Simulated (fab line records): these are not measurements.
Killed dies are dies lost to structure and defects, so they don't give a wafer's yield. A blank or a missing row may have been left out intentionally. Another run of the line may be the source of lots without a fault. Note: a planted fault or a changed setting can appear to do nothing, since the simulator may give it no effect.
fab line records ; flow nand_harc ; part 1 of 2: steps 1 to 4 of 6
record lots=19; wafers=57; last_day=25
route steps=1159 shown A_STAIRCASE@553
lots that met no fault: taken from a fault-free run of the same line
start_h: the number of hours between the record's first day and the start of the first shown wafer of the lot ; wait_h: hours from the lot's prior step to this one ; " unchanged from the row above ; L1.1+2: a row that stands for several wafers ; - no value, or no start was given ; * or withheld: withheld ; < > ~ a bound
route shown NAME@n: a module of which the file shows steps, and the number in the route of the first ; usual: the fault-free wafers' mean and standard deviation ; same: alike in all rows ; chamber/n: place in a boat ; sites: the reading at each site ; _std_site: standard deviation of those values ; _edge_site: inner sites' mean taken away from outer sites' mean ; radius_mm: how far each site lies from the wafer's centre ; mask NAME#n: copy n ; behind: the tool/chamber that last shaped the wafer ; hold: why the lot went on hold/how many hours it stayed there/how the hold came to an end ; device: the n, p or np transistor that did not switch ; end of line: at the end of the route, the tests of the same wafers ; a step with no rows: only its recipe ; killed: the dies lost at the first sort to structure and to defects; this is not the yield of the wafer ; map: dies across one wafer; x = killed, . = not, _ = none there
set.NAME: the setting the step ran with; set.NAME@STEP: the setting that earlier step ran with ; model.NAME: the simulator's own value behind a step, which no gauge read
the route's steps for a sample of lots (tables are steps, rows are wafers)
services: from which hour (start_h, from the record's first day; less than 0 if before it) a tool's chamber was out of use, for how many hours, and why
## steps
# step NHARC_A_STAIRCASE_ETCH_17
# recipe target_depth_a=1000; time_s=40.5; ion_energy_ev=400; c4f8_flow_sccm=20; o2_flow_sccm=10; ar_flow_sccm=withheld; rf_w=600; bias_w=1000; chemistry=C4F8/O2
# usual chamber_pressure_mTorr=25.000/0.022; oes_product_au=0.941/0.011; rf_vpp_V=895/4.7
lot.wafer;tool;chamber;start_h;wait_h;chamber_pressure_mTorr;oes_product_au;rf_hours_counter_h;rf_vpp_V
L074.2;rie_diel-02;0;-;-;25.045;0.924;29;892
L074.1;rie_diel-02;1;-;-;25.047;0.953;29;885
L074.6;rie_diel-02;0;-;-;24.972;0.926;-;893
L076.2;rie_diel-02;3;-;-;24.998;0.931;33;888
L076.1;rie_diel-02;2;-;-;24.988;0.940;33;893
L076.5;rie_diel-02;0;-;-;24.987;0.946;-;893
L078.2;rie_diel-02;0;-;-;25.007;0.921;34;894
L078.3;rie_diel-02;1;-;-;24.979;0.932;34;888
L078.4;rie_diel-02;2;-;-;24.998;0.935;37;892
L080.3;rie_diel-11;1;-;-;25.002;0.946;26;897
L080.6;rie_diel-11;1;-;-;25.002;0.946;-;898
L080.5;rie_diel-11;2;-;-;24.957;0.960;-;900
L081.4;rie_diel-02;0;-;-;24.983;0.945;40;892
L081.2;rie_diel-02;2;-;-;24.956;0.963;44;893
L081.5;rie_diel-02;1;-;-;24.975;0.961;-;887
L082.1;rie_diel-11;3;-;-;25.073;0.946;33;897
L082.2;rie_diel-11;0;-;-;25.010;0.958;25;897
L082.3;rie_diel-11;1;-;-;24.999;0.943;31;897
L083.1;rie_diel-02;2;-;-;24.963;0.946;48;892
L083.4;rie_diel-02;3;-;-;25.022;0.941;48;886
L083.6;rie_diel-02;2;-;-;24.976;0.928;-;892
L084.2;rie_diel-02;2;-;-;24.977;0.940;51;893
L084.4;rie_diel-02;3;-;-;25.002;0.950;51;886
L084.6;rie_diel-02;3;-;-;24.957;0.946;-;886
L088.4;rie_diel-11;2;-;-;25.004;0.951;43;901
L088.6;rie_diel-11;3;-;-;25.021;0.946;-;897
L088.5;rie_diel-11;0;-;-;25.020;0.956;-;896
L085.4;rie_diel-11;3;-;-;25.015;0.941;45;898
L085.1;rie_diel-11;0;-;-;24.996;0.953;34;897
L085.2;rie_diel-11;2;-;-;24.991;0.942;44;901
L086.1;rie_diel-11;3;-;-;24.997;0.939;46;897
L086.4;rie_diel-11;0;-;-;25.004;0.940;35;898
L086.5;rie_diel-11;2;-;-;25.011;0.945;-;900
L089.1;rie_diel-11;0;-;-;25.001;0.939;39;898
L089.2;rie_diel-11;3;-;-;24.989;0.927;51;897
L089.5;rie_diel-11;0;-;-;25.005;0.935;-;899
L087.2;rie_diel-03;0;-;-;24.990;0.938;38;895
L087.4;rie_diel-03;2;-;-;24.994;0.923;38;900
L087.1;rie_diel-03;3;-;-;24.998;0.917;42;890
L091.3;rie_diel-03;1;-;-;25.012;0.945;37;895
L091.2;rie_diel-03;2;-;-;25.037;0.923;40;900
L091.6;rie_diel-03;0;-;-;24.975;0.935;-;896
L093.3;rie_diel-03;0;-;-;24.975;0.930;44;894
L093.5;rie_diel-03;2;-;-;25.005;0.940;-;902
L093.6;rie_diel-03;3;-;-;25.004;0.933;-;889
L095.3;rie_diel-03;2;-;-;25.012;0.934;45;900
L095.5;rie_diel-03;3;-;-;25.003;0.944;-;890
L095.6;rie_diel-03;0;-;-;25.042;0.946;-;896
L094.2;rie_diel-11;3;-;-;25.024;0.939;59;897
L094.1;rie_diel-11;2;-;-;24.997;0.949;58;901
L094.6;rie_diel-11;0;-;-;25.001;0.946;-;899
L096.2;rie_diel-03;0;-;-;25.035;0.952;51;895
L096.4;rie_diel-03;1;-;-;24.988;0.950;50;898
L096.1;rie_diel-03;2;-;-;25.008;0.939;53;901
L097.1;rie_diel-03;1;-;-;24.996;0.939;54;897
L097.2;rie_diel-03;2;-;-;25.048;0.922;57;901
L097.4;rie_diel-03;0;-;-;24.991;0.939;55;895
# step NHARC_A_STAIRCASE_DESCUM_186
# recipe time_s=3; o2_flow_sccm=200; ar_flow_sccm=0; bias_power_w=0; chemistry=O2
# usual chamber_pressure_mTorr=60.01/0.054; drypump_motor_current_A=5.7/0.32; oes_product_au=1.000/0.0091; rf_vpp_V=57.9/0.85; showerhead_plenum_p_Torr=1.92/0.063; throttle_valve_pct=11.312/0.0087
# same bias_power_w=0
lot.wafer;tool;chamber;start_h;wait_h;chamber_pressure_mTorr;drypump_motor_current_A;oes_product_au;rf_hours_counter_h;rf_vpp_V;showerhead_plenum_p_Torr;throttle_valve_pct
L076.1;rie_diel-03;1;245.95;-;60.13;5.6;0.995;8;56.6;1.93;11.304
L076.2;rie_diel-03;2;245.95;-;59.88;5.9;0.976;6;56.9;2.00;11.306
L076.5;rie_diel-03;1;245.95;-;59.99;5.6;0.999;-;59.3;1.93;11.327
L074.1;rie_diel-02;0;246.10;-;59.95;6.3;0.992;30;57.4;1.86;11.308
L074.2;rie_diel-02;3;246.10;-;59.91;6.5;1.001;34;57.7;1.77;11.323
L074.6;rie_diel-02;1;246.10;-;60.02;5.1;1.014;-;56.9;1.77;11.328
L078.4;rie_diel-02;0;263.47;-;59.96;6.3;0.987;35;59.5;1.86;11.311
L078.2;rie_diel-02;2;263.47;-;59.99;5.7;1.021;39;58.1;1.86;11.313
L078.3;rie_diel-02;3;263.47;-;60.13;6.4;0.993;38;57.6;1.77;11.310
L080.3;rie_diel-11;0;270.40;-;60.02;6.1;0.988;21;57.0;1.93;11.316
L080.6;rie_diel-11;2;270.40;-;60.00;5.4;1.010;-;57.9;2.00;11.315
L080.5;rie_diel-11;3;270.40;-;59.97;5.5;0.984;-;58.4;1.95;11.313
L081.2;rie_diel-11;3;276.06;-;60.03;5.5;0.989;29;59.2;1.94;11.302
L081.4;rie_diel-11;2;276.06;-;60.09;5.4;1.003;28;59.4;2.00;11.317
L081.5;rie_diel-11;3;276.06;-;59.98;5.5;0.995;-;59.0;1.94;11.312
L082.2;rie_diel-11;3;288.54;-;59.97;5.5;0.996;33;57.8;1.94;11.322
L082.3;rie_diel-11;1;288.54;-;59.99;5.8;0.996;32;59.7;1.93;11.313
L082.1;rie_diel-11;2;288.54;-;60.04;5.4;1.023;31;57.6;2.00;11.306
L083.1;rie_diel-03;0;288.84;-;60.00;5.9;1.005;22;58.6;1.91;11.313
L083.4;rie_diel-03;2;288.84;-;60.05;5.9;0.997;20;58.1;1.99;11.306
L083.6;rie_diel-03;3;288.84;-;60.08;5.8;0.996;-;58.3;1.83;11.301
L084.2;rie_diel-03;1;295.95;-;60.03;5.6;0.993;23;57.9;1.93;11.310
L084.4;rie_diel-03;3;295.95;-;60.00;5.7;0.997;26;58.2;1.83;11.319
L084.6;rie_diel-03;1;295.95;-;59.98;5.6;1.001;-;57.7;1.93;11.316
L088.4;rie_diel-03;3;318.97;-;59.96;5.7;0.993;34;57.8;1.83;11.306
L088.5;rie_diel-03;3;318.97;-;59.99;5.7;0.991;-;58.2;1.83;11.314
L088.6;rie_diel-03;0;318.97;-;60.07;5.9;0.996;-;57.5;1.91;11.330
L085.4;rie_diel-11;3;322.59;-;60.04;5.5;0.990;45;58.0;1.94;11.317
L085.1;rie_diel-11;0;322.59;-;59.94;6.1;0.999;34;57.9;1.93;11.315
L085.2;rie_diel-11;1;322.59;-;60.04;5.8;0.992;42;58.7;1.93;11.317
L086.4;rie_diel-11;0;327.63;-;60.03;6.1;1.000;36;57.7;1.93;11.305
L086.1;rie_diel-11;1;327.63;-;59.97;5.8;0.999;43;58.2;1.93;11.299
L086.5;rie_diel-11;2;327.63;-;60.01;5.4;1.019;-;58.2;2.00;11.314
L089.1;rie_diel-11;0;337.49;-;60.00;6.1;0.989;41;58.5;1.93;11.317
L089.2;rie_diel-11;1;337.49;-;60.00;5.8;1.002;48;57.5;1.93;11.312
L089.5;rie_diel-11;0;337.49;-;60.03;6.1;1.002;-;56.7;1.93;11.283
L087.4;rie_diel-11;0;338.99;-;60.06;6.1;1.007;42;57.6;1.93;11.310
L087.1;rie_diel-11;1;338.99;-;59.97;5.8;1.006;49;57.4;1.93;11.322
L087.2;rie_diel-11;2;338.99;-;60.05;5.3;1.018;53;57.2;1.99;11.321
L091.2;rie_diel-03;3;341.57;-;60.08;5.7;0.983;45;57.4;1.83;11.306
L091.3;rie_diel-03;2;341.57;-;59.97;5.9;0.985;41;59.0;1.98;11.330
L091.6;rie_diel-03;3;341.57;-;60.04;5.7;0.987;-;57.3;1.82;11.320
L093.3;rie_diel-03;3;351.25;-;60.01;5.7;1.003;48;56.7;1.82;11.311
L093.5;rie_diel-03;0;351.25;-;59.91;5.9;1.006;-;57.8;1.90;11.315
L093.6;rie_diel-03;1;351.25;-;59.97;5.6;0.992;-;58.9;1.92;11.317
L095.3;rie_diel-11;2;353.52;-;59.97;5.4;1.005;59;59.2;1.99;11.314
L095.6;rie_diel-11;1;353.52;-;59.98;5.8;0.992;-;55.9;1.93;11.303
L095.5;rie_diel-11;2;353.52;-;59.94;5.4;1.007;-;57.9;1.99;11.313
L094.1;rie_diel-11;3;354.03;-;59.95;5.5;0.990;61;57.1;1.93;11.308
L094.2;rie_diel-11;0;354.03;-;60.00;6.1;1.002;50;57.4;1.93;11.310
L094.6;rie_diel-11;2;354.03;-;60.03;5.4;1.014;-;56.9;1.99;11.317
L096.4;rie_diel-02;3;377.09;-;60.04;6.4;0.993;13;58.3;2.07;11.304
L096.1;rie_diel-02;0;377.09;-;59.93;6.2;0.984;13;57.5;1.85;11.297
L096.2;rie_diel-02;2;377.09;-;60.00;5.6;1.018;14;58.9;1.85;11.322
L097.1;rie_diel-11;0;386.03;-;59.94;6.1;1.005;3;58.0;1.92;11.324
L097.4;rie_diel-11;2;386.03;-;59.99;5.4;0.998;4;57.8;1.99;11.314
L097.2;rie_diel-11;3;386.03;-;59.94;5.5;0.996;3;57.4;1.93;11.317
# step NHARC_A_STAIRCASE_TRIM_191
# recipe time_s=211.2; o2_flow_sccm=500; ar_flow_sccm=0; bias_w=0; chemistry=O2
# usual chamber_pressure_mTorr=60.00/0.058; drypump_motor_current_A=5.8/0.31; oes_product_au=1.000/0.0094; rf_vpp_V=57.7/0.89; showerhead_plenum_p_Torr=3.54/0.11; throttle_valve_pct=17.037/0.0091
lot.wafer;tool;chamber;start_h;wait_h;chamber_pressure_mTorr;drypump_motor_current_A;oes_product_au;rf_hours_counter_h;rf_vpp_V;showerhead_plenum_p_Torr;throttle_valve_pct
L076.1;rie_diel-03;2;-;-;60.01;5.9;0.997;6;57.5;3.67;17.039
L076.2;rie_diel-03;3;-;-;60.04;5.7;0.994;9;57.5;3.40;17.044
L076.5;rie_diel-03;3;-;-;59.93;5.7;0.997;-;57.2;3.40;17.037
L074.2;rie_diel-02;2;-;-;59.98;5.6;1.004;34;58.5;3.45;17.050
L074.1;rie_diel-02;0;-;-;60.00;6.3;1.000;30;57.5;3.44;17.031
L074.6;rie_diel-02;1;-;-;59.95;5.1;1.024;-;57.8;3.28;17.022
L078.3;rie_diel-02;1;-;-;59.98;5.1;1.028;36;56.6;3.28;17.039
L078.4;rie_diel-02;2;-;-;60.09;5.7;1.007;40;57.8;3.44;17.041
L078.2;rie_diel-02;3;-;-;59.99;6.5;0.993;39;55.8;3.28;17.024
L080.3;rie_diel-11;0;-;-;59.90;6.1;1.001;21;58.0;3.56;17.031
L080.5;rie_diel-11;1;-;-;59.97;5.8;0.989;-;58.4;3.57;17.038
L080.6;rie_diel-11;2;-;-;59.99;5.4;1.015;-;57.8;3.68;17.024
L081.4;rie_diel-11;1;-;-;59.99;5.8;0.981;29;58.1;3.57;17.037
L081.2;rie_diel-11;3;-;-;59.95;5.5;0.994;30;57.0;3.58;17.040
L081.5;rie_diel-11;1;-;-;59.98;5.8;0.989;-;56.2;3.57;17.026
L082.3;rie_diel-11;1;-;-;59.96;5.8;0.994;32;56.6;3.57;17.033
L082.1;rie_diel-11;3;-;-;60.02;5.5;1.000;33;58.8;3.58;17.044
L082.2;rie_diel-11;0;-;-;59.98;6.1;1.010;26;57.2;3.56;17.056
L083.1;rie_diel-03;0;-;-;59.91;5.9;1.015;22;58.2;3.52;17.026
L083.4;rie_diel-03;1;-;-;60.02;5.7;1.002;20;56.5;3.55;17.056
L083.6;rie_diel-03;0;-;-;60.01;5.9;1.010;-;58.3;3.52;17.019
L084.4;rie_diel-03;0;-;-;59.94;5.9;1.003;24;56.9;3.52;17.032
L084.2;rie_diel-03;1;-;-;59.98;5.7;1.001;23;56.2;3.55;17.040
L084.6;rie_diel-03;1;-;-;59.96;5.7;1.000;-;57.2;3.55;17.028
L088.4;rie_diel-03;0;-;-;60.09;5.9;0.995;31;57.1;3.52;17.037
L088.5;rie_diel-03;1;-;-;59.98;5.6;1.005;-;58.2;3.55;17.029
L088.6;rie_diel-03;2;-;-;59.96;5.9;0.988;-;57.1;3.66;17.037
L085.1;rie_diel-11;2;-;-;60.04;5.4;1.011;44;58.0;3.67;17.041
L085.4;rie_diel-11;3;-;-;60.03;5.5;0.996;46;57.2;3.57;17.033
L085.2;rie_diel-11;0;-;-;59.94;6.1;1.004;35;58.7;3.56;17.034
L086.4;rie_diel-11;3;-;-;59.96;5.5;0.995;47;57.0;3.57;17.035
L086.1;rie_diel-11;1;-;-;60.01;5.8;1.003;44;57.6;3.56;17.024
L086.5;rie_diel-11;3;-;-;60.02;5.5;0.997;-;58.2;3.57;17.034
L089.1;rie_diel-11;1;-;-;59.96;5.9;0.997;49;58.1;3.56;17.039
L089.2;rie_diel-11;2;-;-;60.07;5.4;1.006;52;57.4;3.66;17.032
L089.5;rie_diel-11;0;-;-;60.01;6.1;1.012;-;59.3;3.55;17.036
L087.1;rie_diel-11;1;-;-;59.99;5.9;1.001;50;58.1;3.56;17.038
L087.2;rie_diel-11;2;-;-;59.96;5.4;1.013;54;56.9;3.66;17.049
L087.4;rie_diel-11;3;-;-;59.94;5.5;1.006;55;56.9;3.57;17.047
L091.3;rie_diel-03;2;-;-;59.90;5.9;0.984;41;56.8;3.65;17.039
L091.2;rie_diel-03;3;-;-;60.06;5.7;0.990;45;57.1;3.38;17.038
L091.6;rie_diel-03;2;-;-;60.04;5.9;0.989;-;58.6;3.65;17.039
L093.3;rie_diel-03;3;-;-;59.99;5.8;0.993;49;57.6;3.37;17.040
L093.5;rie_diel-03;2;-;-;60.01;5.9;0.981;-;58.5;3.65;17.027
L093.6;rie_diel-03;3;-;-;59.94;5.7;0.992;-;56.3;3.37;17.035
L095.3;rie_diel-11;2;-;-;60.03;5.4;1.006;59;59.3;3.66;17.034
L095.6;rie_diel-11;2;-;-;59.99;5.4;1.008;-;57.6;3.66;17.035
L095.5;rie_diel-11;3;-;-;60.10;5.5;0.988;-;56.3;3.56;17.048
L094.2;rie_diel-11;1;-;-;60.08;5.8;1.003;57;58.1;3.55;17.054
L094.1;rie_diel-11;3;-;-;60.02;5.5;0.990;61;58.7;3.56;17.053
L094.6;rie_diel-11;2;-;-;59.97;5.4;1.009;-;57.2;3.66;17.039
L096.4;rie_diel-02;1;-;-;60.09;5.1;0.992;15;57.4;3.80;17.030
L096.1;rie_diel-02;2;-;-;59.98;5.7;1.014;15;56.2;3.42;17.038
L096.2;rie_diel-02;3;-;-;59.91;6.5;0.987;13;58.4;3.80;17.047
L097.4;rie_diel-11;0;-;-;59.98;6.1;1.010;3;58.5;3.54;17.036
L097.2;rie_diel-11;1;-;-;59.93;5.8;1.007;4;58.2;3.55;17.018
L097.1;rie_diel-11;2;-;-;60.04;5.4;1.003;4;59.4;3.66;17.041
# step NHARC_A_STAIRCASE_TRIM_196
# recipe time_s=211.2; o2_flow_sccm=500; ar_flow_sccm=0; bias_w=0; chemistry=O2
# usual chamber_pressure_mTorr=59.99/0.062; drypump_motor_current_A=5.8/0.38; oes_product_au=1.001/0.0096; rf_vpp_V=57.8/0.89; showerhead_plenum_p_Torr=3.54/0.13; throttle_valve_pct=17.037/0.0092
lot.wafer;tool;chamber;start_h;wait_h;chamber_pressure_mTorr;drypump_motor_current_A;oes_product_au;rf_hours_counter_h;rf_vpp_V;showerhead_plenum_p_Torr;throttle_valve_pct
L074.2;rie_diel-11;3;247.25;0.1;60.05;5.5;0.990;19;55.8;3.59;17.034
L074.1;rie_diel-11;2;247.25;0.1;60.09;5.4;1.005;19;59.3;3.68;17.023
L074.6;rie_diel-11;0;247.25;0.1;59.90;6.1;1.003;-;58.2;3.57;17.041
L076.1;rie_diel-02;2;247.29;0.1;59.94;5.7;1.009;34;58.1;3.44;17.031
L076.2;rie_diel-02;0;247.29;0.1;59.85;6.3;0.991;31;57.6;3.44;17.046
L076.5;rie_diel-02;2;247.29;0.1;60.11;5.7;1.006;-;58.4;3.44;17.031
L078.2;rie_diel-02;3;265.10;0.1;59.99;6.5;0.992;39;58.1;3.28;17.043
L078.3;rie_diel-02;0;265.10;0.1;59.93;6.3;0.981;36;58.7;3.44;17.025
L078.4;rie_diel-02;1;265.10;0.1;60.10;5.1;1.012;36;57.5;3.28;17.048
L080.3;rie_diel-11;2;271.52;0.1;60.00;5.4;1.023;27;57.4;3.68;17.029
L080.5;rie_diel-11;1;271.52;0.1;59.91;5.8;1.001;-;57.3;3.57;17.036
L080.6;rie_diel-11;2;271.52;0.1;60.06;5.4;1.009;-;58.7;3.68;17.042
L081.2;rie_diel-03;2;277.23;0.1;59.96;5.9;1.000;17;57.7;3.66;17.038
L081.4;rie_diel-03;3;277.23;0.1;60.00;5.7;0.989;-;56.0;3.39;17.024
L081.5;rie_diel-03;2;277.23;0.1;60.05;5.9;0.991;-;59.4;3.66;17.040
L082.3;rie_diel-11;3;289.67;0.1;60.00;5.5;1.000;34;58.0;3.58;17.020
L082.1;rie_diel-11;0;289.67;0.1;60.01;6.1;1.001;26;57.0;3.56;17.035
L082.2;rie_diel-11;1;289.67;0.1;59.95;5.9;0.995;32;58.2;3.57;17.038
L083.4;rie_diel-02;3;290.71;0.3;59.90;6.5;1.002;50;55.8;3.27;17.028
L083.1;rie_diel-02;0;290.71;0.3;59.98;6.3;0.985;46;56.1;3.43;17.060
L083.6;rie_diel-02;2;290.71;0.3;60.04;5.7;1.010;-;57.6;3.44;17.030
L084.2;rie_diel-11;2;297.10;0.1;60.03;5.4;1.026;36;58.6;3.67;17.039
L084.4;rie_diel-11;1;297.10;0.1;59.94;5.8;1.002;35;57.0;3.56;17.018
L084.6;rie_diel-11;3;297.10;0.1;59.89;5.5;0.997;-;58.2;3.58;17.049
L088.4;rie_diel-11;1;320.14;0.1;59.92;5.8;1.001;41;57.6;3.56;17.032
L088.5;rie_diel-11;3;320.14;0.1;60.00;5.5;0.990;-;57.1;3.57;17.044
L088.6;rie_diel-11;0;320.14;0.1;60.02;6.1;1.002;-;57.3;3.56;17.031
L085.1;rie_diel-11;2;323.80;0.1;59.88;5.4;1.015;45;58.1;3.67;17.031
L085.4;rie_diel-11;3;323.80;0.1;60.05;5.5;1.001;46;57.3;3.57;17.030
L085.2;rie_diel-11;1;323.80;0.1;59.90;5.9;0.988;42;57.0;3.56;17.050
L086.1;rie_diel-03;1;328.79;0.1;59.93;5.7;1.002;31;57.4;3.55;17.044
L086.4;rie_diel-03;2;328.79;0.1;60.10;5.9;0.983;34;58.7;3.65;17.047
L086.5;rie_diel-03;0;328.79;0.1;60.08;5.9;1.003;-;59.4;3.52;17.032
L089.1;rie_diel-11;2;338.70;0.2;59.95;5.4;1.013;53;57.4;3.66;17.047
L089.2;rie_diel-11;3;338.70;0.2;59.94;5.5;1.009;54;57.9;3.57;17.044
L089.5;rie_diel-11;0;338.70;0.2;59.99;6.1;1.002;-;57.9;3.55;17.036
L087.1;rie_diel-02;2;340.37;0.1;60.08;5.7;1.014;1;58.9;3.43;17.051
L087.4;rie_diel-02;3;340.37;0.1;59.90;6.5;1.004;1;58.6;3.81;17.029
L087.2;rie_diel-02;1;340.37;0.1;59.97;5.1;1.003;1;59.3;3.81;17.023
L091.2;rie_diel-11;3;342.86;0.1;59.96;5.5;1.002;55;57.6;3.57;17.046
L091.3;rie_diel-11;1;342.86;0.1;59.89;5.9;0.989;50;59.3;3.56;17.033
L091.6;rie_diel-11;3;342.86;0.1;60.04;5.5;1.006;-;56.8;3.57;17.038
L093.3;rie_diel-11;0;352.41;0.1;60.04;6.1;0.990;49;56.5;3.55;17.020
L093.5;rie_diel-11;0;352.41;0.1;59.98;6.1;0.991;-;58.0;3.55;17.034
L093.6;rie_diel-11;1;352.41;0.1;59.94;5.8;1.002;-;59.5;3.55;17.025
L095.3;rie_diel-02;2;354.76;0.1;59.88;5.7;1.015;7;57.7;3.42;17.032
L095.6;rie_diel-02;3;354.76;0.1;59.99;6.5;1.005;-;59.2;3.80;17.042
L095.5;rie_diel-02;0;354.76;0.1;59.93;6.3;0.990;-;57.1;3.42;17.046
L094.2;rie_diel-03;3;355.29;0.1;60.03;5.7;0.999;50;57.6;3.37;17.029
L094.1;rie_diel-03;1;355.29;0.1;59.92;5.7;1.011;45;58.0;3.54;17.023
L094.6;rie_diel-03;2;355.29;0.1;59.97;5.9;0.992;-;56.8;3.65;17.024
L096.2;rie_diel-11;3;379.90;0.1;59.94;5.5;1.004;1;59.1;3.56;17.035
L096.4;rie_diel-11;0;379.90;0.1;60.01;6.1;1.008;1;57.0;3.55;17.020
L096.1;rie_diel-11;2;379.90;0.1;60.11;5.4;1.001;2;58.3;3.66;17.021
L097.2;rie_diel-02;3;387.14;0.1;60.05;6.5;0.991;16;59.7;3.80;17.025
L097.1;rie_diel-02;1;387.14;0.1;59.96;5.1;0.980;18;58.1;3.80;17.046
L097.4;rie_diel-02;2;387.14;0.1;60.02;5.6;1.011;17;56.9;3.42;17.037
